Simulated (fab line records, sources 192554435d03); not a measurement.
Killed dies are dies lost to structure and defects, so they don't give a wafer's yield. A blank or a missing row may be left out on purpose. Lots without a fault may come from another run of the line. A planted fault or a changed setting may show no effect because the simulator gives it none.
Which tool did it? | flow n5_finfet | 24 lots, 72 wafers sampled, at 6 steps of a route of 1938

WHAT THE GAUGES READ, wafer by wafer
The record holds no reading of a measuring or inspecting step that can be judged against a usual standard deviation.

WHICH TOOL RAN EACH LOT (tool, then ch and the chambers of the sampled wafers, then the start)
lot  | N5_STI_FIN_REVEAL_ETCH_34       | N5_DUMMY_GATE_ETCH_29             | N5_DUMMY_GATE_ETCH_37             | N5_SD_EPI_N_LINER_46             | N5_SD_EPI_P_SD_RECESS_17        | N5_SD_ACTIVATION_LSA_01
L074 | rie_si-06 ch 1,3, day 2 15:26   | rie_diel-05 ch 1,2, day 3 03:01   | rie_diel-05 ch 1,2, day 3 03:05   | ald_sin-02 ch 0,1,3, day 3 09:54 | rie_si-01 ch 1,2,3, day 3 11:20 | laser_anneal-01 ch 0, day 3 15:28
L075 | rie_si-03 ch 0,2,3, day 2 17:36 | rie_diel-04 ch 0,1,2, day 3 06:37 | rie_diel-04 ch 0,1,2, day 3 06:42 | ald_sin-01 ch 0,1,2, day 3 13:22 | rie_si-04 ch 0,1,3, day 3 14:47 | laser_anneal-02 ch 0, day 3 18:14
L076 | rie_si-03 ch 0,1,2, day 3 01:01 | rie_diel-05 ch 0,1,3, day 3 10:53 | rie_diel-05 ch 0,1,3, day 3 10:58 | ald_sin-02 ch 0,1,3, day 3 17:33 | rie_si-04 ch 0,2,3, day 3 18:51 | laser_anneal-01 ch 0, day 3 22:17
L077 | rie_si-03 ch 1,2,3, day 3 07:32 | rie_diel-04 ch 0,2, day 3 17:07   | rie_diel-04 ch 0,2, day 3 17:11   | ald_sin-01 ch 0,2,3, day 3 23:14 | rie_si-01 ch 1,2,3, day 4 00:41 | laser_anneal-02 ch 0, day 4 04:50
L078 | rie_si-03 ch 1,2, day 3 12:51   | rie_diel-04 ch 0,1,2, day 3 22:14 | rie_diel-04 ch 0,1,2, day 3 22:19 | ald_sin-01 ch 1,2,3, day 4 05:01 | rie_si-02 ch 2,3, day 4 06:52   | laser_anneal-01 ch 0, day 4 10:08
L079 | rie_si-03 ch 2,3, day 3 19:10   | rie_diel-06 ch 0,1,3, day 4 04:46 | rie_diel-06 ch 0,1,3, day 4 04:50 | ald_sin-02 ch 1,3, day 4 12:01   | rie_si-01 ch 1,2,3, day 4 13:19 | laser_anneal-02 ch 0, day 4 16:47
L080 | rie_si-05 ch 1,2, day 4 00:27   | rie_diel-04 ch 0,1,2, day 4 10:38 | rie_diel-04 ch 0,1,2, day 4 10:43 | ald_sin-02 ch 1,2,3, day 4 17:17 | rie_si-04 ch 2,3, day 4 18:40   | laser_anneal-01 ch 0, day 4 22:04
L081 | rie_si-03 ch 0,1,2, day 4 06:34 | rie_diel-05 ch 0,2,3, day 4 15:58 | rie_diel-05 ch 0,2,3, day 4 16:02 | ald_sin-02 ch 0,2, day 4 22:38   | rie_si-01 ch 2,3, day 5 00:04   | laser_anneal-01 ch 0, day 5 03:23
L082 | rie_si-03 ch 0,3, day 4 12:41   | rie_diel-05 ch 0,2, day 4 22:04   | rie_diel-05 ch 0,2, day 4 22:09   | ald_sin-01 ch 0,2,3, day 5 04:43 | rie_si-02 ch 0,1,2, day 5 06:12 | laser_anneal-02 ch 0, day 5 09:47
L083 | rie_si-03 ch 0,1,3, day 4 18:58 | rie_diel-04 ch 0,1,2, day 5 05:44 | rie_diel-04 ch 0,1,2, day 5 05:49 | ald_sin-02 ch 0,1, day 5 11:59   | rie_si-04 ch 0,1,3, day 5 13:27 | laser_anneal-02 ch 0, day 5 16:47
L084 | rie_si-06 ch 1,2, day 5 03:24   | rie_diel-04 ch 0,1,2, day 5 13:28 | rie_diel-04 ch 0,1,2, day 5 13:33 | ald_sin-01 ch 0,1, day 5 21:32   | rie_si-02 ch 0,2,3, day 5 22:58 | laser_anneal-01 ch 0, day 6 03:50
L085 | rie_si-06 ch 1,2,3, day 5 09:59 | rie_diel-05 ch 0,1, day 5 19:29   | rie_diel-05 ch 0,1, day 5 19:34   | ald_sin-03 ch 1,2,3, day 6 01:40 | rie_si-04 ch 0,2, day 6 03:05   | laser_anneal-02 ch 0, day 6 06:25
L086 | rie_si-03 ch 1,2,3, day 5 12:49 | rie_diel-05 ch 1,2,3, day 5 23:07 | rie_diel-05 ch 1,2,3, day 5 23:11 | ald_sin-03 ch 0,3, day 6 05:17   | rie_si-04 ch 0,3, day 6 06:43   | laser_anneal-01 ch 0, day 6 10:05
L087 | rie_si-03 ch 0,1,3, day 5 17:49 | rie_diel-04 ch 0,1,2, day 6 03:16 | rie_diel-04 ch 0,1,2, day 6 03:20 | ald_sin-02 ch 0,2, day 6 10:00   | rie_si-04 ch 1,2,3, day 6 11:20 | laser_anneal-02 ch 0, day 6 14:38
L088 | rie_si-05 ch 0,1,2, day 6 00:40 | rie_diel-06 ch 0,1,2, day 6 10:40 | rie_diel-06 ch 0,1,2, day 6 10:44 | ald_sin-02 ch 0,1,3, day 6 17:16 | rie_si-04 ch 0,2,3, day 6 18:38 | laser_anneal-01 ch 0, day 6 23:52
L089 | rie_si-03 ch 1,2,3, day 6 07:14 | rie_diel-06 ch 1,2, day 6 16:43   | rie_diel-06 ch 1,2, day 6 16:48   | ald_sin-01 ch 1,3, day 6 22:47   | rie_si-04 ch 0,1, day 7 00:13   | laser_anneal-02 ch 0, day 7 04:28
L090 | rie_si-05 ch 0,2, day 6 12:14   | rie_diel-06 ch 2,3, day 6 21:37   | rie_diel-06 ch 2,3, day 6 21:42   | ald_sin-03 ch 0,3, day 7 04:47   | rie_si-01 ch 0,1,3, day 7 06:12 | laser_anneal-01 ch 0, day 7 09:34
L091 | rie_si-05 ch 1,2, day 6 19:38   | rie_diel-04 ch 1,2, day 7 07:09   | rie_diel-04 ch 1,2, day 7 07:16   | ald_sin-03 ch 1,2, day 7 13:29   | rie_si-04 ch 0,2,3, day 7 14:54 | laser_anneal-02 ch 0, day 7 19:08
L092 | rie_si-05 ch 2,3, day 7 00:48   | rie_diel-06 ch 0,3, day 7 15:29   | rie_diel-06 ch 0,3, day 7 15:34   | ald_sin-01 ch 1,2, day 7 21:54   | rie_si-04 ch 0,1, day 7 23:20   | laser_anneal-01 ch 0, day 8 02:57
L093 | rie_si-03 ch 0,1,2, day 7 05:53 | rie_diel-06 ch 0,1,3, day 7 16:11 | rie_diel-06 ch 0,1,3, day 7 16:16 | ald_sin-01 ch 0,2,3, day 7 23:03 | rie_si-01 ch 0,2,3, day 8 00:29 | laser_anneal-02 ch 0, day 8 04:37
L094 | rie_si-03 ch 0,1,2, day 7 15:01 | rie_diel-05 ch 1,3, day 8 02:29   | rie_diel-05 ch 1,3, day 8 02:34   | ald_sin-03 ch 0,1,3, day 8 09:45 | rie_si-02 ch 0,1,3, day 8 11:03 | laser_anneal-01 ch 0, day 8 15:34
L095 | rie_si-05 ch 1,3, day 7 20:17   | rie_diel-04 ch 0,3, day 8 05:45   | rie_diel-04 ch 0,3, day 8 05:52   | ald_sin-01 ch 0,1,3, day 8 11:41 | rie_si-01 ch 1,2, day 8 13:10   | laser_anneal-02 ch 0, day 8 16:29
L096 | rie_si-06 ch 0,1, day 8 00:43   | rie_diel-05 ch 1,2,3, day 8 10:22 | rie_diel-05 ch 1,2,3, day 8 10:26 | ald_sin-02 ch 1,2,3, day 8 18:25 | rie_si-01 ch 0,2,3, day 8 19:50 | laser_anneal-01 ch 0, day 8 23:06
L097 | rie_si-06 ch 0,1,3, day 8 05:39 | rie_diel-04 ch 0,1, day 8 15:01   | rie_diel-04 ch 0,1, day 8 15:05   | ald_sin-03 ch 0,1,2, day 8 21:16 | rie_si-01 ch 1,2,3, day 8 22:42 | laser_anneal-02 ch 0, day 9 01:59
- N5_STI_FIN_REVEAL_ETCH_34: etches Si in H2, material Si, target depth 0.97 nm.
- N5_DUMMY_GATE_ETCH_29: etches underlayer in N2/H2, target depth 13 nm.
- N5_DUMMY_GATE_ETCH_37: etches SOC in N2/H2, target depth 60 nm, overetch 30 nm.
- N5_SD_EPI_N_LINER_46: material SiNx, target thk 3 nm.
- N5_SD_EPI_P_SD_RECESS_17: chemistry HBr/Cl2/O2, target depth 39.1 nm, bt time 3 s.
- N5_SD_ACTIVATION_LSA_01: time 0.0008 s.

WHAT THE TOOLS THEMSELVES READ (means of the sampled wafers that have a number; where no wafer has one, the mark that the record gives instead)
N5_STI_FIN_REVEAL_ETCH_34. Usual: drypump_motor_current_A 5.7 A, standard deviation 0.43; oes_product_au 0.995 a.u., standard deviation 0.014; throttle_valve_pct 25.71 %, standard deviation 0.21.
lot  | tool      | drypump_motor_current_A (A) | oes_product_au (a.u.) | throttle_valve_pct (%) | flag
L074 | rie_si-06 | 5.3                         | 1.006                 | 26.18                  |
L075 | rie_si-03 | 5.9                         | 0.988                 | 25.65                  |
L076 | rie_si-03 | 5.7                         | 1.001                 | 25.67                  |
L077 | rie_si-03 | 5.6                         | 0.988                 | 25.72                  |
L078 | rie_si-03 | 5.5                         | 0.988                 | 25.67                  |
L079 | rie_si-03 | 5.8                         | 0.981                 | 25.68                  |
L080 | rie_si-05 | 5.7                         | 0.991                 | 25.66                  |
L081 | rie_si-03 | 5.7                         | 0.998                 | 25.68                  |
L082 | rie_si-03 | 6.0                         | 0.994                 | 25.68                  |
L083 | rie_si-03 | 5.8                         | 0.999                 | 25.69                  |
L084 | rie_si-06 | 5.2                         | 1.003                 | 25.78                  |
L085 | rie_si-06 | 5.5                         | 1.015                 | 26.02                  |
L086 | rie_si-03 | 5.7                         | 1.000                 | 25.71                  |
L087 | rie_si-03 | 5.8                         | 0.996                 | 25.70                  |
L088 | rie_si-05 | 5.4                         | 1.002                 | 25.60                  |
L089 | rie_si-03 | 5.6                         | 0.995                 | 25.71                  |
L090 | rie_si-05 | 5.2                         | 0.982                 | 25.69                  |
L091 | rie_si-05 | 5.6                         | 0.980                 | 25.74                  |
L092 | rie_si-05 | 5.5                         | 0.970                 | 25.81                  |
L093 | rie_si-03 | 5.7                         | 1.001                 | 25.67                  |
L094 | rie_si-03 | 5.7                         | 0.992                 | 25.66                  |
L095 | rie_si-05 | 5.8                         | 0.999                 | 25.65                  |
L096 | rie_si-06 | 5.2                         | 0.999                 | 25.63                  |
L097 | rie_si-06 | 5.5                         | 0.999                 | 25.87                  |

N5_DUMMY_GATE_ETCH_29. Usual: drypump_motor_current_A 5.7 A, standard deviation 0.4; n2_flow_sccm 200.0 sccm, standard deviation 0.58; oes_product_au 0.76 a.u., standard deviation 0.084; rf_vpp_V 524.1 V, standard deviation 2.3; showerhead_plenum_p_Torr 2.55 Torr, standard deviation 0.08; throttle_valve_pct 17.93 %, standard deviation 0.25.
lot  | tool        | drypump_motor_current_A (A) | n2_flow_sccm (sccm) | oes_product_au (a.u.) | rf_vpp_V (V) | showerhead_plenum_p_Torr (Torr) | throttle_valve_pct (%) | flag
L074 | rie_diel-05 | 5.2                         | 200.3               | 0.88                  | 524.3        | 2.54                            | 17.72                  |
L075 | rie_diel-04 | 6.0                         | 200.4               | 0.77                  | 524.2        | 2.55                            | 18.00                  |
L076 | rie_diel-05 | 5.7                         | 200.4               | 0.79                  | 522.5        | 2.52                            | 17.92                  |
L077 | rie_diel-04 | 6.2                         | 200.3               | 0.75                  | 521.7        | 2.50                            | 18.17                  |
L078 | rie_diel-04 | 6.0                         | 199.6               | 0.76                  | 523.5        | 2.55                            | 18.02                  |
L079 | rie_diel-06 | 5.6                         | 199.7               | 0.75                  | 524.5        | 2.58                            | 17.76                  |
L080 | rie_diel-04 | 6.0                         | 200.4               | 0.75                  | 523.8        | 2.54                            | 18.03                  |
L081 | rie_diel-05 | 5.6                         | 199.9               | 0.83                  | 525.3        | 2.57                            | 17.80                  |
L082 | rie_diel-05 | 5.4                         | 200.1               | 0.85                  | 525.2        | 2.61                            | 17.82                  |
L083 | rie_diel-04 | 6.0                         | 199.7               | 0.74                  | 523.7        | 2.54                            | 18.05                  |
L084 | rie_diel-04 | 6.0                         | 200.2               | 0.74                  | 524.0        | 2.54                            | 18.06                  |
L085 | rie_diel-05 | 5.7                         | 200.3               | 0.72                  | 523.0        | 2.50                            | 18.10                  |
L086 | rie_diel-05 | 5.4                         | 200.5               | 0.82                  | 522.7        | 2.50                            | 17.73                  |
L087 | rie_diel-04 | 6.0                         | 200.9               | 0.74                  | 523.7        | 2.54                            | 18.07                  |
L088 | rie_diel-06 | 5.8                         | 199.8               | 0.72                  | 525.2        | 2.57                            | 17.89                  |
L089 | rie_diel-06 | 5.9                         | 200.0               | 0.74                  | 525.2        | 2.57                            | 17.90                  |
L090 | rie_diel-06 | 5.4                         | 199.7               | 0.75                  | 527.4        | 2.64                            | 17.70                  |
L091 | rie_diel-04 | 6.1                         | 200.0               | 0.67                  | 524.8        | 2.57                            | 18.10                  |
L092 | rie_diel-06 | 5.5                         | 199.7               | 0.73                  | 525.6        | 2.63                            | 17.78                  |
L093 | rie_diel-06 | 5.6                         | 200.0               | 0.73                  | 525.4        | 2.57                            | 17.80                  |
L094 | rie_diel-05 | 5.5                         | 200.8               | 0.76                  | 521.8        | 2.44                            | 17.89                  |
L095 | rie_diel-04 | 5.4                         | 199.7               | 0.82                  | 523.4        | 2.51                            | 18.01                  |
L096 | rie_diel-05 | 5.4                         | 199.6               | 0.80                  | 522.6        | 2.49                            | 17.76                  |
L097 | rie_diel-04 | 5.8                         | 199.7               | 0.74                  | 524.2        | 2.57                            | 17.95                  |

N5_DUMMY_GATE_ETCH_37. Usual: drypump_motor_current_A 5.7 A, standard deviation 0.4; n2_flow_sccm 200.1 sccm, standard deviation 0.67; oes_product_au 0.61 a.u., standard deviation 0.064; rf_vpp_V 524.0 V, standard deviation 2.4; showerhead_plenum_p_Torr 2.55 Torr, standard deviation 0.079; throttle_valve_pct 17.86 %, standard deviation 0.25.
lot  | tool        | drypump_motor_current_A (A) | n2_flow_sccm (sccm) | oes_product_au (a.u.) | rf_vpp_V (V) | showerhead_plenum_p_Torr (Torr) | throttle_valve_pct (%) | flag
L074 | rie_diel-05 | 5.2                         | 199.9               | 0.70                  | 524.9        | 2.54                            | 17.64                  |
L075 | rie_diel-04 | 6.0                         | 199.9               | 0.60                  | 524.0        | 2.55                            | 17.94                  |
L076 | rie_diel-05 | 5.8                         | 200.1               | 0.63                  | 523.3        | 2.52                            | 17.84                  |
L077 | rie_diel-04 | 6.2                         | 199.8               | 0.59                  | 522.5        | 2.50                            | 18.11                  |
L078 | rie_diel-04 | 6.0                         | 200.2               | 0.59                  | 522.9        | 2.55                            | 17.96                  |
L079 | rie_diel-06 | 5.6                         | 199.7               | 0.60                  | 524.9        | 2.58                            | 17.71                  |
L080 | rie_diel-04 | 6.0                         | 199.6               | 0.60                  | 523.7        | 2.54                            | 17.97                  |
L081 | rie_diel-05 | 5.6                         | 200.9               | 0.67                  | 524.6        | 2.57                            | 17.72                  |
L082 | rie_diel-05 | 5.4                         | 199.8               | 0.68                  | 526.2        | 2.61                            | 17.75                  |
L083 | rie_diel-04 | 6.0                         | 199.7               | 0.59                  | 524.4        | 2.54                            | 17.98                  |
L084 | rie_diel-04 | 6.0                         | 200.1               | 0.58                  | 523.9        | 2.54                            | 17.98                  |
L085 | rie_diel-05 | 5.7                         | 199.7               | 0.58                  | 522.5        | 2.50                            | 18.04                  |
L086 | rie_diel-05 | 5.4                         | 200.0               | 0.66                  | 522.4        | 2.50                            | 17.65                  |
L087 | rie_diel-04 | 6.0                         | 199.6               | 0.58                  | 523.1        | 2.54                            | 17.99                  |
L088 | rie_diel-06 | 5.8                         | 200.8               | 0.57                  | 525.0        | 2.57                            | 17.82                  |
L089 | rie_diel-06 | 5.9                         | 200.7               | 0.58                  | 524.5        | 2.57                            | 17.84                  |
L090 | rie_diel-06 | 5.4                         | 200.2               | 0.59                  | 526.3        | 2.64                            | 17.64                  |
L091 | rie_diel-04 | 6.1                         | 200.2               | 0.53                  | 524.7        | 2.57                            | 18.03                  |
L092 | rie_diel-06 | 5.5                         | 199.5               | 0.57                  | 526.5        | 2.63                            | 17.71                  |
L093 | rie_diel-06 | 5.6                         | 199.8               | 0.58                  | 524.3        | 2.57                            | 17.74                  |
L094 | rie_diel-05 | 5.5                         | 200.2               | 0.60                  | 521.2        | 2.44                            | 17.82                  |
L095 | rie_diel-04 | 5.4                         | 199.9               | 0.64                  | 522.9        | 2.51                            | 17.94                  |
L096 | rie_diel-05 | 5.4                         | 201.8               | 0.64                  | 521.7        | 2.49                            | 17.68                  |
L097 | rie_diel-04 | 5.8                         | 200.1               | 0.58                  | 524.9        | 2.57                            | 17.86                  |

N5_SD_EPI_N_LINER_46. Usual: heater_power_outer_w 535 W, standard deviation 67; heater_power_w 859 W, standard deviation 87.
lot  | tool       | heater_power_outer_w (W) | heater_power_w (W) | flag
L074 | ald_sin-02 | 513                      | 832                |
L075 | ald_sin-01 | 569                      | 899                |
L076 | ald_sin-02 | 507                      | 838                |
L077 | ald_sin-01 | 525                      | 826                |
L078 | ald_sin-01 | 496                      | 823                |
L079 | ald_sin-02 | 487                      | 825                |
L080 | ald_sin-02 | 519                      | 841                |
L081 | ald_sin-02 | 571                      | 888                |
L082 | ald_sin-01 | 527                      | 815                |
L083 | ald_sin-02 | 509                      | 874                |
L084 | ald_sin-01 | 645                      | 998                |
L085 | ald_sin-03 | 531                      | 871                |
L086 | ald_sin-03 | 557                      | 871                |
L087 | ald_sin-02 | 572                      | 875                |
L088 | ald_sin-02 | 504                      | 840                |
L089 | ald_sin-01 | 508                      | 845                |
L090 | ald_sin-03 | 554                      | 873                |
L091 | ald_sin-03 | 556                      | 881                |
L092 | ald_sin-01 | 553                      | 914                |
L093 | ald_sin-01 | 522                      | 831                |
L094 | ald_sin-03 | 543                      | 870                |
L095 | ald_sin-01 | 575                      | 926                |
L096 | ald_sin-02 | 508                      | 832                |
L097 | ald_sin-03 | 556                      | 887                |

N5_SD_EPI_P_SD_RECESS_17. Usual: drypump_motor_current_A 5.7 A, standard deviation 0.47; oes_product_au 1.007 a.u., standard deviation 0.015; throttle_valve_pct 36.91 %, standard deviation 0.19.
lot  | tool      | drypump_motor_current_A (A) | oes_product_au (a.u.) | throttle_valve_pct (%) | flag
L074 | rie_si-01 | 5.3                         | 1.016                 | 37.00                  |
L075 | rie_si-04 | 5.8                         | 1.003                 | 36.81                  |
L076 | rie_si-04 | 6.0                         | 1.019                 | 36.81                  |
L077 | rie_si-01 | 5.3                         | 1.010                 | 37.00                  |
L078 | rie_si-02 | 5.5                         | 1.013                 | 37.08                  |
L079 | rie_si-01 | 5.2                         | 1.011                 | 37.00                  |
L080 | rie_si-04 | 6.1                         | 1.017                 | 36.86                  |
L081 | rie_si-01 | 5.1                         | 1.004                 | 36.80                  |
L082 | rie_si-02 | 5.8                         | 0.997                 | 37.14                  |
L083 | rie_si-04 | 5.8                         | 1.005                 | 36.85                  |
L084 | rie_si-02 | 5.8                         | 0.999                 | 37.03                  |
L085 | rie_si-04 | 6.1                         | 1.021                 | 36.86                  |
L086 | rie_si-04 | 6.0                         | 1.007                 | 36.75                  |
L087 | rie_si-04 | 5.9                         | 1.013                 | 36.92                  |
L088 | rie_si-04 | 6.0                         | 1.014                 | 36.79                  |
L089 | rie_si-04 | 5.8                         | 1.009                 | 36.85                  |
L090 | rie_si-01 | 5.8                         | 1.003                 | 37.02                  |
L091 | rie_si-04 | 6.1                         | 1.016                 | 36.79                  |
L092 | rie_si-04 | 5.7                         | 1.007                 | 36.95                  |
L093 | rie_si-01 | 5.6                         | 0.995                 | 36.82                  |
L094 | rie_si-02 | 6.1                         | 1.003                 | 37.00                  |
L095 | rie_si-01 | 4.9                         | 1.005                 | 37.01                  |
L096 | rie_si-01 | 5.6                         | 0.993                 | 36.83                  |
L097 | rie_si-01 | 5.3                         | 1.011                 | 36.99                  |

N5_SD_ACTIVATION_LSA_01. Usual: wafer_temp_C_max 1084.5, standard deviation 1.2.
lot  | tool            | wafer_temp_C_max | flag
L074 | laser_anneal-01 | 1083.2           |
L075 | laser_anneal-02 | 1085.7           |
L076 | laser_anneal-01 | 1083.7           |
L077 | laser_anneal-02 | 1085.2           |
L078 | laser_anneal-01 | 1084.4           |
L079 | laser_anneal-02 | 1085.7           |
L080 | laser_anneal-01 | 1084.2           |
L081 | laser_anneal-01 | 1085.2           |
L082 | laser_anneal-02 | 1085.3           |
L083 | laser_anneal-02 | 1085.8           |
L084 | laser_anneal-01 | 1083.2           |
L085 | laser_anneal-02 | 1085.1           |
L086 | laser_anneal-01 | 1084.0           |
L087 | laser_anneal-02 | 1085.9           |
L088 | laser_anneal-01 | 1084.2           |
L089 | laser_anneal-02 | 1084.6           |
L090 | laser_anneal-01 | 1082.8           |
L091 | laser_anneal-02 | 1084.2           |
L092 | laser_anneal-01 | 1083.4           |
L093 | laser_anneal-02 | 1085.8           |
L094 | laser_anneal-01 | 1083.5           |
L095 | laser_anneal-02 | 1085.5           |
L096 | laser_anneal-01 | 1084.0           |
L097 | laser_anneal-02 | 1085.6           |

THE ANSWER, worked out from the rows above alone
Rule: a lot is off if the mean of its wafers that have a number lies more than 3 standard deviations from the usual mean. A lot without any number at a reading at which 4 lots or more have one is off too. The other lots that the step has rows for count as sound. The gauges are gone through in route order, then the tools' own readings, and for those a lot's mean is taken as printed above. The first step at which some lot is off is used, and at that step the reading that is off furthest; a lot without a number counts as furthest.
No lot is off at any reading shown: from this, nothing can be told.

WHAT THE SIMULATOR HAD PUT IN
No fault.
